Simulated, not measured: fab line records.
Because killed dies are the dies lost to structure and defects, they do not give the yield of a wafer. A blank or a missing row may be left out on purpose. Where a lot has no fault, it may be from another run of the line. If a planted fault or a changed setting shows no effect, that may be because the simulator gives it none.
Split-lot study || flow n5-finfet || on a route of 1938 steps: 7 lots, 21 wafers read

== SPLIT DETAILS ==
At N5_BEOL_M1_DEP_57 (deposits SiCN from 3MS/NH3, target thk 8 nm, time 14 s), the setting time-s was moved away from the recipe's 14 s on 8 of the 21 wafers read, by -8.7% to +14.3%. All remaining wafers had this setting at the recipe value.

The split's own step is where the reading is taken.

== THE READING ==
SiCN_of_BEOL_M1_DEP_57.thk-nm (the simulator's own value, which no gauge read), in nm, at N5_BEOL_M1_DEP_57 (deposits SiCN from 3MS/NH3, target thk 8 nm, time 14 s). The file does not state a usual value for it. Average 8.0 nm, standard deviation 0.15 nm, over the 13 wafers here run with the recipe.

{"wafer": "L075.1", "tool, chamber at the split": "pecvd-04, 2", "time-s as run, s": 13.1, "against the recipe": "-6.4%", "SiCN_of_BEOL_M1_DEP_57.thk-nm, nm": 7.2, "against lot-mates on the recipe": -0.6}
{"wafer": "L075.5", "tool, chamber at the split": "pecvd-04, 2,1", "time-s as run, s": 14, "against the recipe": "recipe", "SiCN_of_BEOL_M1_DEP_57.thk-nm, nm": 7.8, "against lot-mates on the recipe": "-"}
{"wafer": "L075.6", "tool, chamber at the split": "pecvd-04, 2,1", "time-s as run, s": 14, "against the recipe": "recipe", "SiCN_of_BEOL_M1_DEP_57.thk-nm, nm": 7.8, "against lot-mates on the recipe": "-"}
{"wafer": "L077.2", "tool, chamber at the split": "pecvd-03, 1,0", "time-s as run, s": 16, "against the recipe": "+14.3%", "SiCN_of_BEOL_M1_DEP_57.thk-nm, nm": 9.2, "against lot-mates on the recipe": "+1.0"}
{"wafer": "L077.4", "tool, chamber at the split": "pecvd-03, 1,0", "time-s as run, s": 16, "against the recipe": "+14.3%", "SiCN_of_BEOL_M1_DEP_57.thk-nm, nm": 9.2, "against lot-mates on the recipe": "+1.0"}
{"wafer": "L077.5", "tool, chamber at the split": "pecvd-03, 1", "time-s as run, s": 14, "against the recipe": "recipe", "SiCN_of_BEOL_M1_DEP_57.thk-nm, nm": 8.2, "against lot-mates on the recipe": "-"}
{"wafer": "L081.2", "tool, chamber at the split": "pecvd-04, 2", "time-s as run, s": 14, "against the recipe": "recipe", "SiCN_of_BEOL_M1_DEP_57.thk-nm, nm": 7.8, "against lot-mates on the recipe": "-"}
{"wafer": "L081.4", "tool, chamber at the split": "pecvd-04, 2", "time-s as run, s": 14, "against the recipe": "recipe", "SiCN_of_BEOL_M1_DEP_57.thk-nm, nm": 8, "against lot-mates on the recipe": "-"}
{"wafer": "L081.6", "tool, chamber at the split": "pecvd-04, 1", "time-s as run, s": 14, "against the recipe": "recipe", "SiCN_of_BEOL_M1_DEP_57.thk-nm, nm": 8.2, "against lot-mates on the recipe": "-"}
{"wafer": "L090.4", "tool, chamber at the split": "pecvd-02, 1", "time-s as run, s": 13.4, "against the recipe": "-4.3%", "SiCN_of_BEOL_M1_DEP_57.thk-nm, nm": 7.6, "against lot-mates on the recipe": -0.2}
{"wafer": "L090.5", "tool, chamber at the split": "pecvd-02, 0", "time-s as run, s": 13.4, "against the recipe": "-4.3%", "SiCN_of_BEOL_M1_DEP_57.thk-nm, nm": 8, "against lot-mates on the recipe": "+0.2"}
{"wafer": "L090.6", "tool, chamber at the split": "pecvd-02, 2", "time-s as run, s": 14, "against the recipe": "recipe", "SiCN_of_BEOL_M1_DEP_57.thk-nm, nm": 7.8, "against lot-mates on the recipe": "-"}
{"wafer": "L091.3", "tool, chamber at the split": "pecvd-02, 0", "time-s as run, s": 14, "against the recipe": "recipe", "SiCN_of_BEOL_M1_DEP_57.thk-nm, nm": 8, "against lot-mates on the recipe": "-"}
{"wafer": "L091.5", "tool, chamber at the split": "pecvd-02, 2", "time-s as run, s": 13.13, "against the recipe": "-6.2%", "SiCN_of_BEOL_M1_DEP_57.thk-nm, nm": 7.4, "against lot-mates on the recipe": -0.7}
{"wafer": "L091.6", "tool, chamber at the split": "pecvd-02, 0", "time-s as run, s": 14, "against the recipe": "recipe", "SiCN_of_BEOL_M1_DEP_57.thk-nm, nm": 8.2, "against lot-mates on the recipe": "-"}
{"wafer": "L092.1", "tool, chamber at the split": "pecvd-02, 2", "time-s as run, s": 14, "against the recipe": "recipe", "SiCN_of_BEOL_M1_DEP_57.thk-nm, nm": 7.8, "against lot-mates on the recipe": "-"}
{"wafer": "L092.3", "tool, chamber at the split": "pecvd-02, 0,1", "time-s as run, s": 14, "against the recipe": "recipe", "SiCN_of_BEOL_M1_DEP_57.thk-nm, nm": 8, "against lot-mates on the recipe": "-"}
{"wafer": "L092.4", "tool, chamber at the split": "pecvd-02, 0,1", "time-s as run, s": 14, "against the recipe": "recipe", "SiCN_of_BEOL_M1_DEP_57.thk-nm, nm": 8, "against lot-mates on the recipe": "-"}
{"wafer": "L093.1", "tool, chamber at the split": "pecvd-02, 1", "time-s as run, s": 12.78, "against the recipe": "-8.7%", "SiCN_of_BEOL_M1_DEP_57.thk-nm, nm": 7.2, "against lot-mates on the recipe": -0.8}
{"wafer": "L093.3", "tool, chamber at the split": "pecvd-02, 2", "time-s as run, s": 12.78, "against the recipe": "-8.7%", "SiCN_of_BEOL_M1_DEP_57.thk-nm, nm": 7, "against lot-mates on the recipe": -1.0}
{"wafer": "L093.6", "tool, chamber at the split": "pecvd-02, 0", "time-s as run, s": 14, "against the recipe": "recipe", "SiCN_of_BEOL_M1_DEP_57.thk-nm, nm": 8, "against lot-mates on the recipe": "-"}
If several chambers appear in one row, that row covers several wafers at once and the file leaves open which wafer was in which chamber.

FIT RESULTS
A straight line over all 21 wafers: SiCN_of_BEOL_M1_DEP_57.thk-nm changes by +0.089 nm for each +1% of time-s; r = +0.95; the points scatter about the line by 0.17 nm.
The same after taking each lot's own level away (the mean of its wafers on the recipe; 21 wafers): +0.0773 nm for each +1%; r = +0.93; scatter 0.18 nm.
According to that fit, moving time-s by its largest amount changes the reading by 1.1 nm.
The lots' own levels span 7.80 to 8.20 nm, that is 2.6 times the standard deviation above.
So the slope is not independent of the lot-to-lot level: the two fits are not the same.
Check: with one of the wafers moved furthest among these (+14.3%) left out of the fit, the line predicts +1.14 nm for it against its lot-mates. Against them it came out at +1 nm.

== FURTHER SPLITS ON THESE WAFERS ==
These wafers also went through other splits before the reading. Each is held against what the fit with the lots' levels taken away leaves over:
{"other split on the same wafers": "N5_BEOL_M1_EXPOSE_08 dose-mj", "wafers away from the commonest value": 9, "r with SiCN_of_BEOL_M1_DEP_57.thk-nm (lot level and that fit taken away)": "+0.20"}
{"other split on the same wafers": "N5_BEOL_M1_ETCH_64 bias-w", "wafers away from the commonest value": 4, "r with SiCN_of_BEOL_M1_DEP_57.thk-nm (lot level and that fit taken away)": "+0.03"}

== FILE'S OWN FIT ==
SiCN_of_BEOL_M1_DEP_57.thk-nm changes by +0.0802 nm for each +1% of time-s, r = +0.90.
